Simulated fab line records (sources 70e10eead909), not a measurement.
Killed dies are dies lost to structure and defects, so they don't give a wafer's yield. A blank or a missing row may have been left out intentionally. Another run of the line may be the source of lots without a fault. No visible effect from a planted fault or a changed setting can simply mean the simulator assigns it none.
What tool caused it? / flow nandHarc / 12 lots, 36 wafers sampled, at 2 steps of a route of 1302

== WHAT EACH GAUGE READ, for each wafer ==
NHARC_P_M1_INSPECT_27.
lot=L075; measured=day 6 17:10; on=defectInspect-01; rawDefectCount=510 476 400
lot=L077; measured=day 7 12:48; on=defectInspect-02; rawDefectCount=217 197 309
lot=L079; measured=day 8 10:10; on=defectInspect-02; rawDefectCount=160 190 157
lot=L081; measured=day 9 05:47; on=defectInspect-02; rawDefectCount=341 434 356
lot=L083; measured=day 9 21:32; on=defectInspect-02; rawDefectCount=148 191 312
lot=L085; measured=day 11 05:34; on=defectInspect-01; rawDefectCount=238 231 230
lot=L087; measured=day 11 18:16; on=defectInspect-02; rawDefectCount=123 265 269
lot=L088; measured=day 12 10:21; on=defectInspect-01; rawDefectCount=366 343 351
lot=L091; measured=day 13 11:44; on=defectInspect-01; rawDefectCount=350 304 239
lot=L093; measured=day 14 13:14; on=defectInspect-01; rawDefectCount=320 301 228
lot=L094; measured=day 15 00:48; on=defectInspect-01; rawDefectCount=329 517 661
lot=L097; measured=day 16 00:28; on=defectInspect-02; rawDefectCount=509 221 270

== WHAT TOOL EACH LOT RAN ON (gives the tool, then ch and the chambers of the sampled wafers, and finally the start) ==
lot=L075; NHARC_P_M1_CMP_23=cmp-04 ch 0,1,2, day 6 16:43
lot=L077; NHARC_P_M1_CMP_23=cmp-04 ch 0,3, day 7 12:22
lot=L079; NHARC_P_M1_CMP_23=cmp-02 ch 1,2, day 8 09:43
lot=L081; NHARC_P_M1_CMP_23=cmp-02 ch 0,3, day 9 05:21
lot=L083; NHARC_P_M1_CMP_23=cmp-02 ch 0,1,2, day 9 21:07
lot=L085; NHARC_P_M1_CMP_23=cmp-03 ch 1,2, day 11 05:08
lot=L087; NHARC_P_M1_CMP_23=cmp-04 ch 0,2,3, day 11 17:51
lot=L088; NHARC_P_M1_CMP_23=cmp-04 ch 0,1,3, day 12 09:53
lot=L091; NHARC_P_M1_CMP_23=cmp-02 ch 0,1,3, day 13 11:18
lot=L093; NHARC_P_M1_CMP_23=cmp-02 ch 0,1,3, day 14 12:51
lot=L094; NHARC_P_M1_CMP_23=cmp-02 ch 0,3, day 15 00:20
lot=L097; NHARC_P_M1_CMP_23=cmp-03 ch 0,2,3, day 16 00:02
- NHARC_P_M1_CMP_23: polishes, t overpolish 20 s, target thk 157.82 nm.

== THE ANSWER, worked out from the rows above alone ==
Rule: usual is defined by the lots themselves. Put in order of their means at a reading, lots are off if they are a third of the lots or fewer, leave a main group of 4 or more, and stand apart from it by a gap of 3 or more times the standard deviation of the main group's means; of several such gaps the widest counts. A main group whose means are all the same, to the digits that the tables above print for the reading, isn't used. A lot without any number at a reading at which 4 lots or more have one is off too. Where the step has rows for the other lots, those lots are counted as sound.
Across all readings shown, no lot is off: no conclusion can be drawn from this.

== WHAT THE SIMULATOR PUT IN ==
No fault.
